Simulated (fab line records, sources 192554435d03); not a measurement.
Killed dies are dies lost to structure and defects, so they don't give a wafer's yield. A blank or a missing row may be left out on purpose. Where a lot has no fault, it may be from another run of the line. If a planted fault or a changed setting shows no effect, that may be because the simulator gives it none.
Matching of chambers	flow n5_finfet	rie_diel-02 running N5_BEOL_M1_ETCHBACK_99: 4 sister chambers
The step etches SiO2 in CHF3, target depth 5 nm, time 10.4 s. 20 wafers are shown with their chamber, then 10 later ones without.

EACH WAFER AND ITS CHAMBER
wafer	chamber	drypump_motor_current_A (A)	throttle_valve_pct (%)	rf_vpp_V (V)
L074.1	3	5.0	17.6	246
L074.3	2	5.8	16.8	245
L074.5	0	5.9	17.4	235
L076.1	1	5.9	16.7	230
L076.3	3	5.1	17.6	246
L076.6	0	6.0	17.5	234
L078.2	0	5.9	17.5	234
L078.4	1	5.9	16.7	230
L078.5	1	5.9	16.7	232
L081.2	0	6.0	17.5	236
L081.4	3	5.0	17.6	246
L081.5	2	5.8	16.9	245
L082.2	2	5.8	16.9	245
L082.4	0	6.0	17.5	235
L082.6	3	5.0	17.6	244
L085.3	0	6.0	17.5	234
L085.5	0	6.0	17.5	234
L085.6	3	5.1	17.6	246
L091.2	0	5.9	17.5	234
L091.4	1	5.9	16.8	230

SIGNATURES, as means of the wafers listed above
reading	chamber 0	chamber 1	chamber 2	chamber 3	scatter within a chamber
drypump_motor_current_A	5.963	5.900	5.800	5.040	0.0438
throttle_valve_pct	17.488	16.725	16.867	17.600	0.0378
rf_vpp_V	234.50	230.50	245.00	245.60	0.798
Rule: for a wafer and a chamber, the distance is found by dividing, reading by reading, the gap between the wafer's reading and the chamber's mean by the reading's scatter, squaring, summing and taking the root. If the next closest chamber is less than 2 further off than the closest, the wafer can't be placed; otherwise it belongs to the closest. How the scatter is found: for the shown wafers, subtract from each reading the mean of its chamber, square and add these, divide the total by (wafers less chambers), then take the root.

WAFERS MISSING THEIR CHAMBER
wafer	drypump_motor_current_A (A)	throttle_valve_pct (%)	rf_vpp_V (V)
L091.6	5.0	17.7	245
L092.2	6.0	17.5	236
L092.5	5.9	16.8	231
L092.6	6.0	17.5	235
L095.1	6.0	17.5	236
L095.5	5.7	16.9	246
L095.6	5.0	17.6	246
L097.1	5.1	17.7	246
L097.4	6.0	17.5	235
L097.5	5.1	17.7	246

EACH ONE'S CHAMBER
wafer	from the rows above	in truth
L091.6	3	3
L092.2	0	0
L092.5	1	1
L092.6	0	0
L095.1	0	0
L095.5	2	2
L095.6	3	3
L097.1	3	3
L097.4	0	0
L097.5	3	3
Correct placement for 10 of the 10. Can't be placed from these rows: 0. 0 placed wrongly.
